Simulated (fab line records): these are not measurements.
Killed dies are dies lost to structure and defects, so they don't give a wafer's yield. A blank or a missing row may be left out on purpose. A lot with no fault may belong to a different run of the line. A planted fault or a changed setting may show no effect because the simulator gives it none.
Struck lot and sound lot, side by side	flow n5-finfet	15 out of 1938 route steps
Sound: the wafers L897.4, L897.5, L897.6. The struck wafers were L914.2, L914.3, L914.6. The cause is named last.
Per side, at each step with rows, come the tool, then ch with its chambers, and then its first start. Under that, the readings that differ: sound wafers	struck wafers	difference of the means	sigmas: that difference in standard deviations of wafers without a fault.
alike: readings with means less than 2 such deviations apart, plus words and numbers identical on both sides. not compared: withheld readings, readings lacking a value on some wafer, bounds such as >300 that could conceal the same value, and numbers that have no deviation in the record and whose values overlap.
Wherever a step has rows on one side only, a row that says differs or no value, or a row with sigmas, the two part there. Numbers that don't overlap but have no deviation are shown without sigmas and don't part them. Lack of a reading on every wafer of one side parts them only where that side has two or more wafers.

first, 3 steps without rows for these wafers: N5_BEOL_M3_ANNEAL_87 (time 240 s); N5_BEOL_M3_SPUTTER_88 (material Cu, target thk 4.5 nm, time 8.29 s); N5_BEOL_M3_ANNEAL_89 (time 240 s).
N5_BEOL_M3_SPUTTER_90: material Cu, target thk 4.5 nm, time 8.29 s.
  sound on pvd-sputter-02 at day 8 13:14; struck on pvd-sputter-03 at day 13 12:59
  alike: throttle-valve-pct
N5_BEOL_M3_ANNEAL_91: time 240 s.
  sound on pvd-sputter-02 at day 8 13:19; struck on pvd-sputter-03 at day 13 13:04
  alike: heater-power-w
then, 2 steps without rows for these wafers: N5_BEOL_M3_SPUTTER_92 (material Cu, target thk 4.5 nm, time 8.29 s); N5_BEOL_M3_ANNEAL_93 (time 240 s).
N5_BEOL_M3_SPUTTER_94: material Cu, target thk 4.5 nm, time 8.29 s.
  sound on pvd-sputter-02 at day 8 13:41; struck on pvd-sputter-03 at day 13 13:25
  alike: throttle-valve-pct
then, 1 step without rows for these wafers: N5_BEOL_M3_ANNEAL_95 (time 240 s).
N5_BEOL_M3_SPUTTER_96: material Cu, target thk 4.5 nm, time 8.29 s.
  sound on pvd-sputter-02 at day 8 13:54; struck on pvd-sputter-03 at day 13 13:38
  alike: throttle-valve-pct
then, 1 step without rows for these wafers: N5_BEOL_M3_ECD_50 (material Cu, target thk 300 nm).
N5_BEOL_M3_ANNEAL_51: time 90 s.
  sound on rtp-anneal-01 ch 0, day 8 14:14; struck on rtp-anneal-02 ch 0, day 13 13:55
  alike: wafer_temp_C_max
N5_BEOL_M3_CMP_52: polishes, stops on SiOC, t overpolish 6.8 s, target thk 40 nm.
  sound on cmp-01 ch 0,3, day 8 14:23; struck on cmp-02 ch 2,3, day 13 14:10
reading	sound	struck	difference	sigmas
barrier-field-endpoint-s (s)	24.5 25.3 24.6	30.4 31.5 31.0	+6.2	+9
motor-current-A (A)	5.2 5.8 5.5	6.8 7.2 7.5	+1.7	+3
time-to-endpoint-s (s)	62 63 60	81 83 82	+20	+5
  alike: overpolish-run-s, platen-rpm
N5_BEOL_M4_RC_MEAS_101:
  sound on prober-01 ch 0, day 9 00:50; struck on prober-01 ch 0, day 14 08:02
  alike: DIBL_N, DIBL_P, IOFF_N, IOFF_P, ION_N, ION_P, SS_N, SS_P, VT_N, VT_P
-- here the record skips 4 days between the struck wafers' starts before and after, leaving off in module BEOL_M4 and picking up in module PASSIVATION (first step shown: number 1936 of the route) --
N5_PASSIVATION_PROBE_49:
  sound on prober-01 at day 13 02:32; struck on prober-02 at day 18 14:43
  alike: defect-limited-yield, killed_at_M0_to_M3, killed_at_M4_up, killed-at-contacts, killed-at-front-end, killed-at-other, killed-dies, killed-on-rim, killed-open, killed-short, sort_bin_5_function, sort_bin_6_memory, sort_bin_8_speed, sort-n-pass, sort-yield-pct

== WHERE THEY PART ==
Only at N5_BEOL_M3_CMP_52, as far as this record shows. Later steps at which nothing parts them and some readings are alike: N5_BEOL_M4_RC_MEAS_101, N5_PASSIVATION_PROBE_49.

WHY: what had been put in by the simulator
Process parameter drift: cmp-02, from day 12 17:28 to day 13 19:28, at N5_BEOL_M3_CMP_52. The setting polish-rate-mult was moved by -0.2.
